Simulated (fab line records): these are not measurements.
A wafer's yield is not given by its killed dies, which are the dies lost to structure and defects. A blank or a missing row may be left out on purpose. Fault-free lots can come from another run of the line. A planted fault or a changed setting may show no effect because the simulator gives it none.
Comparing a struck lot with a sound one	flow n5-finfet	15 out of 1938 route steps
Sound: wafers L967.2, L967.3, L967.5. Struck: wafer L976.3 (left out: L976.1, L976.4 of the same lot, which were not struck); the cause appears at the end.
Each step with rows lists, per side, the tool, then ch with its chambers, then its first start. Under that, the readings that differ: sound wafers	struck wafers	difference of the means	sigmas: that difference in standard deviations of wafers without a fault.
alike: readings whose means differ by less than 2 such deviations, and words and numbers that are the same on both sides. not compared: withheld readings, readings that some wafer has no value for, bounds like >300 that may hide the same value, and numbers for which the record gives no deviation and whose values overlap.
Wherever a step has rows on one side only, a row that says differs or no value, or a row with sigmas, the two part there. When numbers do not overlap yet have no deviation, they are printed without sigmas and do not part them. Lack of a reading on every wafer of one side parts them only where that side has two or more wafers.

first, 1 step without rows for these wafers: N5_BEOL_M6_DEVELOP_27 (develop time 30 s).
N5_BEOL_M6_CD_MEAS_28: the cd target is 40 nm.
  sound on cd-sem-01 ch 0, day 9 16:17; struck on cd-sem-01 ch 0, day 12 03:19
  alike: cd-nm
N5_BEOL_M6_OVL_MEAS_29:
  sound on overlay-02 ch 0, day 9 16:19; struck on overlay-02 ch 0, day 12 03:21
  alike: V5_OVL
N5_BEOL_M6_INSPECT_30: inspects for defects (brightfield).
  struck on defect-inspect-01, day 12 03:25; sound on defect-inspect-02, day 9 16:22
  alike: raw-defect-count
N5_BEOL_M6_DESCUM_33: chemistry O2, time 7 s.
  sound on rie-diel-05 ch 0,1,2, day 9 16:24; struck on rie-diel-06 ch 3, day 12 03:40
reading	sound	struck	difference	sigmas
drypump-motor-current-A (A)	5.7 5.1 5.8	6.6	+1.1	+3
  alike: chamber-pressure-mTorr, o2-flow-sccm, oes-product-au, rf-vpp-V, showerhead-plenum-p-Torr, throttle-valve-pct
  not compared: rf-hours-counter-h
N5_BEOL_M6_ETCH_72: etches underlayer in N2/H2, target depth 6.5 nm, time 5.2 s.
  sound on rie-diel-05 ch 0,1,2, day 9 16:26; struck on rie-diel-06 ch 3, day 12 03:42
reading	sound	struck	difference	sigmas
drypump-motor-current-A (A)	5.7 5.1 5.8	6.6	+1.1	+3
  alike: chamber-pressure-mTorr, etch-rf-on-time-s, oes-product-au, rf-vpp-V, showerhead-plenum-p-Torr, throttle-valve-pct
  not compared: rf-hours-counter-h
then, 1 step without rows for these wafers: N5_BEOL_M6_ETCH_65 (etches SiARC in CF4, target depth 15.6 nm, time 26 s).
N5_BEOL_M6_ETCH_66: etches SOC in N2/H2, target depth 80 nm, overetch 16 nm, time 120 s.
  sound on rie-diel-05 ch 0,1,2, day 9 16:29; struck on rie-diel-06 ch 3, day 12 03:44
reading	sound	struck	difference	sigmas
drypump-motor-current-A (A)	5.6 5.1 5.8	6.6	+1.1	+3
  alike: chamber-pressure-mTorr, oes-product-au, rf-vpp-V, showerhead-plenum-p-Torr, throttle-valve-pct
  not compared: rf-hours-counter-h
then, 2 steps without rows for these wafers: N5_BEOL_M6_STRIP_69 (strips in N2/H2); N5_BEOL_M6_STRIP_73 (strips in N2/H2).
N5_BEOL_M6_VIA_ETCH_34: etches SiCOH lowk in C4F6/O2, target depth 126.3 nm, time 50.9 s.
  sound on rie-diel-05 ch 0,1,2, day 9 16:35; struck on rie-diel-06 ch 3, day 12 03:50
reading	sound	struck	difference	sigmas
drypump-motor-current-A (A)	5.7 5.1 5.8	6.6	+1.1	+3
  alike: chamber-pressure-mTorr, oes-product-au, rf-vpp-V, showerhead-plenum-p-Torr, throttle-valve-pct
  not compared: rf-hours-counter-h
then, 1 step without rows for these wafers: N5_BEOL_M6_STRIP_76 (strips in C4F6/O2).
N5_BEOL_M6_STRIP_36: strips in N2/H2.
  sound on rie-diel-05 ch 0,1,2, day 9 16:38; struck on rie-diel-06 ch 3, day 12 03:54
reading	sound	struck	difference	sigmas
drypump-motor-current-A (A)	5.7 5.1 5.8	6.6	+1.1	+3
h2-flow-sccm (sccm)	199.3 199.7 200.1	179.7	-20.0	-34
throttle-valve-pct (%)	23.36 23.75 22.85	21.93	-1.39	-5
  alike: chamber-pressure-mTorr, oes-product-au, rf-vpp-V, showerhead-plenum-p-Torr
  not compared: rf-hours-counter-h
N5_BEOL_M6_TRENCH_ETCH_37: etches SiCOH lowk in C4F6/O2, target depth 94.435 nm, time 31.5 s.
  sound: rie-diel-05 ch 0,1,2; struck: rie-diel-06 ch 3
reading	sound	struck	difference	sigmas
drypump-motor-current-A (A)	5.6 5.1 5.8	6.6	+1.1	+3
  alike: chamber-pressure-mTorr, oes-product-au, rf-vpp-V, showerhead-plenum-p-Torr, throttle-valve-pct
  not compared: rf-hours-counter-h
-- the record jumps here: 4 days lie between the struck wafers' starts before and after (it left off in module BEOL_M6 and takes up again in module PASSIVATION, whose first step shown is number 1936 of the route) --
N5_PASSIVATION_PROBE_49:
  struck on prober-02, day 16 01:04; sound on prober-01, day 12 22:51
reading	sound	struck	difference	sigmas
killed-at-contacts	17 2 6	21	+13	+2
  alike: defect-limited-yield, killed_at_M0_to_M3, killed_at_M4_up, killed-at-front-end, killed-at-other, killed-dies, killed-open, killed-short, sort_bin_5_function, sort_bin_6_memory, sort-n-pass, sort-yield-pct

## WHERE THEY PART
Earliest at N5_BEOL_M6_DESCUM_33; latest, in this record, at N5_PASSIVATION_PROBE_49.

WHY: what had been put in by the simulator
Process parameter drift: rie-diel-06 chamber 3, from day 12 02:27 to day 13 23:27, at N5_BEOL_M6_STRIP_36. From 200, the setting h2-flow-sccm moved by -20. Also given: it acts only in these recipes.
